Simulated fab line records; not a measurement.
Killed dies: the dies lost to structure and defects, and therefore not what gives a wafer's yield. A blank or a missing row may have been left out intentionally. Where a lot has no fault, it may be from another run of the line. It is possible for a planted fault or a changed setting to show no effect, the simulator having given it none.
Which tool is to blame?	flow n5Finfet	36 wafers from 12 lots sampled at 3 of the route's 1938 steps

## WHAT EACH GAUGE READ, for each wafer
N5_BEOL_M9_OVL_MEAS_29.
lot	measured	on	V8_OVL (nm)
L075	day 9 17:33	overlay-01	-0.3 -1.0 -0.6
L077	day 10 07:03	overlay-01	-0.1 0.1 -0.1
L079	day 10 23:19	overlay-01	0.8 0.5 -0.4
L081	day 11 11:04	overlay-02	-1.6 -1.5 -0.1
L083	day 12 00:56	overlay-01	0.1 -0.7 -0.1
L084	day 12 08:16	overlay-01	-0.2 0.0 -0.6
L087	day 13 00:50	overlay-02	-1.1 -1.4 -0.3
L089	day 13 02:36	overlay-01	0.2 0.4 -0.3
L091	day 13 18:50	overlay-02	1.5 1.1 0.6
L094	day 14 22:58	overlay-02	0.1 -0.1 -0.4
L095	day 14 22:53	overlay-02	-0.3 -0.1 -1.0
L097	day 15 14:46	overlay-02	-0.7 0.0 0.0

## EACH LOT AND THE TOOL THAT RAN IT (in order: tool; ch and the chambers of the sampled wafers; start)
lot	N5_BEOL_M9_PECVD_70	N5_BEOL_M9_STRIP_67
L075	pecvd-01 ch 0,1, day 9 15:16	rieDiel-01 ch 2,3, day 9 16:24
L077	pecvd-02 ch 0,2, day 10 02:37	rieDiel-01 ch 1,2, day 10 05:12
L079	pecvd-04 ch 0,1,2, day 10 18:53	rieDiel-01 ch 1,2,3, day 10 22:01
L081	pecvd-04 ch 0,1,2, day 11 04:35	rieDiel-02 ch 0,1,2, day 11 10:16
L083	pecvd-02 ch 0,1, day 11 21:33	rieDiel-03 ch 1,2, day 11 23:53
L084	pecvd-04 ch 0,1,2, day 12 05:43	rieDiel-03 ch 0,1,2, day 12 07:28
L087	pecvd-02 ch 0,1,2, day 12 21:26	rieDiel-01 ch 1,2,3, day 12 23:43
L089	pecvd-01 ch 0,1,2, day 12 23:59	rieDiel-03 ch 0,1,3, day 13 01:55
L091	pecvd-01 ch 0,1,2, day 13 15:29	rieDiel-01 ch 0,2,3, day 13 17:54
L094	pecvd-01 ch 0,1,2, day 14 18:09	rieDiel-01 ch 0,2, day 14 19:37
L095	pecvd-02 ch 1,2, day 14 18:53	rieDiel-03 ch 0,2, day 14 20:32
L097	pecvd-04 ch 0,1, day 15 12:46	rieDiel-02 ch 0,1,3, day 15 14:01
- N5_BEOL_M9_PECVD_70: deposits SiO2 from TEOS/O2, target thk 20 nm, time 22.7 s.
- N5_BEOL_M9_STRIP_67: strips in CF4.

## THE ANSWER, worked out from the rows above alone
Rule: usual is defined by the lots themselves. Put in order of their means at a reading, lots are off if they are a third of the lots or fewer, leave a main group of 4 or more, and stand apart from it by a gap of 3 or more times the standard deviation of the main group's means; of several such gaps the widest counts. A main group whose means are all the same, to the digits that the tables above print for the reading, isn't used. A lot without any number at a reading at which 4 lots or more have one is off too. Any other lot the step has rows for is counted as sound.
None of the lots is off at any reading shown; this tells nothing.

## WHAT THE SIMULATOR HAD INSERTED
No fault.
